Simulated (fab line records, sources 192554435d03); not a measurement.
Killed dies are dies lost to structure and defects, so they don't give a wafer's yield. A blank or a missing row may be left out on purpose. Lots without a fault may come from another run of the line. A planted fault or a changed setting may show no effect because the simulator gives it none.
Chamber matching | flow n5_finfet | N5_BEOL_M5_ETCH_68 on rie_diel-01: 4 sister chambers
The step etches SOC in N2/H2, target depth 80 nm, overetch 16 nm, time 120 s. 24 wafers are shown with their chamber, then 12 later ones without.

WAFERS WITH THEIR CHAMBER
wafer  | chamber | showerhead_plenum_p_Torr (Torr) | drypump_motor_current_A (A) | throttle_valve_pct (%)
L077.3 | 1       | 2.52                            | 5.8                         | 17.6
L077.4 | 3       | 2.48                            | 6.2                         | 17.5
L077.6 | 0       | 2.64                            | 5.2                         | 18.0
L078.2 | 0       | 2.64                            | 5.2                         | 18.0
L078.4 | 3       | 2.48                            | 6.2                         | 17.5
L078.5 | 2       | 2.40                            | 6.2                         | 17.9
L080.1 | 0       | 2.64                            | 5.2                         | 18.0
L080.4 | 2       | 2.40                            | 6.1                         | 17.9
L080.6 | 1       | 2.52                            | 5.8                         | 17.6
L085.2 | 2       | 2.40                            | 6.1                         | 17.9
L085.4 | 1       | 2.51                            | 5.9                         | 17.6
L085.6 | 1       | 2.51                            | 5.9                         | 17.7
L086.1 | 3       | 2.47                            | 6.2                         | 17.5
L086.2 | 2       | 2.40                            | 6.1                         | 17.9
L086.4 | 0       | 2.64                            | 5.2                         | 18.0
L084.1 | 0       | 2.64                            | 5.2                         | 18.0
L084.5 | 3       | 2.47                            | 6.2                         | 17.5
L084.6 | 0       | 2.64                            | 5.2                         | 18.0
L090.1 | 0       | 2.63                            | 5.2                         | 18.0
L090.2 | 2       | 2.39                            | 6.1                         | 17.9
L090.3 | 3       | 2.47                            | 6.2                         | 17.5
L090.4 | 1       | 2.51                            | 5.8                         | 17.7
L090.5 | 3       | 2.47                            | 6.2                         | 17.5
L090.6 | 0       | 2.64                            | 5.2                         | 18.0

SIGNATURES (means of the wafers above)
reading                  | chamber 0 | chamber 1 | chamber 2 | chamber 3 | scatter within a chamber
showerhead_plenum_p_Torr | 2.6387    | 2.5140    | 2.3980    | 2.4733    | 0.00459
drypump_motor_current_A  | 5.200     | 5.840     | 6.120     | 6.200     | 0.0316
throttle_valve_pct       | 18.000    | 17.640    | 17.900    | 17.500    | 0.0245
Rule: a wafer's distance from a chamber is the root of the sum, over the readings, of the square of ((its reading less the chamber's mean) divided by the reading's scatter). The wafer belongs to the nearest chamber; if the next one is less than 2 further off, it can't be placed. The scatter: the root of (the sum of the squares of (reading less its chamber's mean) over the shown wafers, divided by (wafers less chambers)).

WAFERS WITHOUT THEIR CHAMBER
wafer  | showerhead_plenum_p_Torr (Torr) | drypump_motor_current_A (A) | throttle_valve_pct (%)
L091.1 | 2.39                            | 6.1                         | 17.9
L091.3 | 2.63                            | 5.2                         | 18.0
L091.4 | 2.47                            | 6.3                         | 17.5
L093.1 | 2.51                            | 5.8                         | 17.7
L093.2 | 2.63                            | 5.2                         | 18.0
L093.3 | 2.47                            | 6.3                         | 17.5
L095.2 | 2.51                            | 5.8                         | 17.7
L095.4 | 2.46                            | 6.2                         | 17.5
L095.5 | 2.51                            | 5.9                         | 17.7
L097.4 | 2.71                            | 6.1                         | 17.5
L097.5 | 2.46                            | 6.3                         | 17.5
L097.6 | 2.71                            | 6.1                         | 17.5

WHICH CHAMBER EACH WENT THROUGH
wafer  | from the rows above | in truth
L091.1 | 2                   | 2
L091.3 | 0                   | 0
L091.4 | 3                   | 3
L093.1 | 1                   | 1
L093.2 | 0                   | 0
L093.3 | 3                   | 3
L095.2 | 1                   | 1
L095.4 | 3                   | 3
L095.5 | 1                   | 1
L097.4 | 0                   | 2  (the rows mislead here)
L097.5 | 3                   | 3
L097.6 | 0                   | 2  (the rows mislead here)
Placed correctly: 10 of 12. Can't be placed from these rows: 0. Placed wrongly: 2.
